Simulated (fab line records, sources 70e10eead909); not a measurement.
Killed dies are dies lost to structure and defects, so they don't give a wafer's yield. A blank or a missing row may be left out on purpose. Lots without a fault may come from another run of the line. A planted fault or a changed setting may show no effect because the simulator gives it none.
A struck lot beside a sound one | flow nand_harc | 40 steps out of a route of 1302
Sound: wafers L570.4, L570.5, L570.6. Struck: wafers L584.1, L584.4. (L584.3 of the same lot was not struck and is left out.) The cause comes at the end.
At each step with rows: each side's tool, then ch and its chambers, then its first start. Under that, the readings that differ: sound wafers | struck wafers | difference of the means | sigmas: that difference in standard deviations of wafers without a fault.
alike: readings whose means differ by less than 2 such deviations, and words and numbers that are the same on both sides. not compared: withheld readings, readings that some wafer has no value for, bounds like >300 that may hide the same value, and numbers for which the record gives no deviation and whose values overlap.
The two part at a step that has a row with sigmas, a row that says differs or no value, or rows on one side only. Numbers that don't overlap but have no deviation are shown without sigmas and don't part them. A reading that every wafer of one side lacks parts them only if that side has two wafers or more.

first, 5 steps without rows for these wafers: NHARC_P_CONTACT_ETCH_35 (etches the open film in CF4, target depth 39 nm, time 65 s); NHARC_P_CONTACT_ETCH_36 (etches the open film in N2/H2, target depth 260 nm, time 406.25 s); NHARC_P_CONTACT_ETCH_18 (etches the open film in C4F8/O2/Ar, target depth 481 nm, time 240.5 s); NHARC_P_CONTACT_STRIP_37 (strips in C4F8/O2/Ar); NHARC_P_CONTACT_ETCH_31 (etches the open film in CH3F/O2, target depth 30 nm, time 85.7 s).
NHARC_P_CONTACT_CD_MEAS_19:
  sound on cd_sem-02, day 7 12:59; struck on cd_sem-03, day 13 14:56
  alike: cd_nm
then, 2 steps without rows for these wafers: NHARC_P_CONTACT_STRIP_28 (strips in O2); NHARC_P_CONTACT_STRIP_29 (strips in post etch residue remover, time 1200 s).
NHARC_P_CONTACT_DEGAS_38: time 60 s.
  sound on pvd_sputter-03, day 7 13:41; struck on pvd_sputter-02, day 13 15:40
  alike: heater_power_w
then, 2 steps without rows for these wafers: NHARC_P_CONTACT_PRE_CLEAN_39 (time 19.5 s); NHARC_P_CONTACT_PVD_32 (deposits Ti, target thk 5 nm, time 17.7 s).
NHARC_P_CONTACT_ALD_22: deposits TiN, target thk 3 nm, pulse time 1 s, ald cycles 150.
  sound on ald_metal-02 ch 0,1,2, day 7 13:58; struck on ald_metal-02 ch 2,3, day 13 15:54
  alike: heater_power_w, precursor_pulse_height_rel
NHARC_P_CONTACT_CVD_23: deposits W, target thk 200 nm, time 557 s.
  sound on cvd_w-02 ch 0,1, day 7 14:19; struck on cvd_w-02 ch 0, day 13 16:06
  alike: heater_power_w, mfc_wf6_sccm, throttle_valve_pct
NHARC_P_CONTACT_CMP_24: polishes, t overpolish 30 s, target thk 200 nm.
  sound on cmp-02 ch 0,1,3, day 7 14:51; struck on cmp-03 ch 0,3, day 13 16:44
  alike: motor_current_A, overpolish_run_s, slurry_filter_dp_kPa, slurry_flow_ml_min, time_to_endpoint_s
then, 11 steps without rows for these wafers: NHARC_P_CONTACT_SRD_26; NHARC_P_M0_DEP_00 (deposits SiOC, target thk 150 nm); NHARC_P_M0_DEHYDRATE_01 (time 120 s); NHARC_P_M0_HMDS_02 (time 30 s); NHARC_P_M0_COAT_33 (time 65 s); NHARC_P_M0_COAT_03 (resist thk 90 nm); NHARC_P_M0_SOFTBAKE_04 (time 55 s); NHARC_P_M0_EBR_05; NHARC_P_M0_EXPOSE_06 (exposes mask P M0, target cd 90 nm); NHARC_P_M0_PEB_07 (peb time 65 s); NHARC_P_M0_DEVELOP_08 (develop time 35 s).
NHARC_P_M0_CD_MEAS_09: target cd 90 nm.
  sound on cd_sem-01 ch 0, day 7 16:05; struck on cd_sem-03 ch 0, day 13 18:02
  alike: cd_nm
NHARC_P_M0_OVL_MEAS_10: pitch 180 nm.
  sound on overlay-02, day 7 16:11; struck on overlay-02, day 13 18:07
  alike: overlay_x_nm, overlay_y_nm
then, 1 step without rows for these wafers: NHARC_P_M0_DESCUM_14 (chemistry O2, time 3 s).
NHARC_P_M0_ETCH_34: etches the open film in N2/H2, target depth 40 nm, overetch 12 nm, time 43.94 s.
  sound on rie_diel-06 ch 0,1,2, day 7 16:26; struck on rie_diel-04 ch 1,3, day 13 18:19
  alike: drypump_motor_current_A, n2_flow_sccm, oes_product_au, rf_vpp_V, showerhead_plenum_p_Torr, throttle_valve_pct
  not compared: rf_hours_counter_h
NHARC_P_M0_ETCH_15: etches the open film in C4F8/Ar, target depth 150 nm, overetch 15 nm, time 82.5 s.
  sound on rie_diel-06 ch 0,1; struck on rie_diel-04 ch 1,3
  alike: oes_product_au, rf_vpp_V
  not compared: rf_hours_counter_h
NHARC_P_M0_CD_MEAS_16:
  sound on cd_sem-03, day 7 16:38; struck on cd_sem-02, day 13 18:31
  alike: cd_nm
then, 8 steps without rows for these wafers: NHARC_P_M0_STRIP_18 (strips in N2/H2); NHARC_P_M0_STRIP_19 (strips in post etch residue remover, time 600 s); NHARC_P_M0_DEGAS_28 (time 60 s); NHARC_P_M0_PRE_CLEAN_29 (time 30 s); NHARC_P_M0_PVD_20 (deposits TaN, target thk 5 nm, time 8.06 s); NHARC_P_M0_PVD_21 (deposits Cu, target thk 30 nm, time 20.49 s); NHARC_P_M0_ECD_22 (material Cu, target thk 400 nm); NHARC_P_M0_ANNEAL_30 (time 90 s).
-- the record jumps here: 19 days lie between the struck wafers' starts before and after (it left off in module P_M0 and takes up again in module END, whose first step shown is number 1302 of the route) --
NHARC_END_SORT_01:
  the record has rows for the struck wafers here (prober-01 ch 0, day 32 08:05) and none for the sound ones

WHERE THEY PART
Only at NHARC_END_SORT_01, within this record.

WHY: what the simulator had put in
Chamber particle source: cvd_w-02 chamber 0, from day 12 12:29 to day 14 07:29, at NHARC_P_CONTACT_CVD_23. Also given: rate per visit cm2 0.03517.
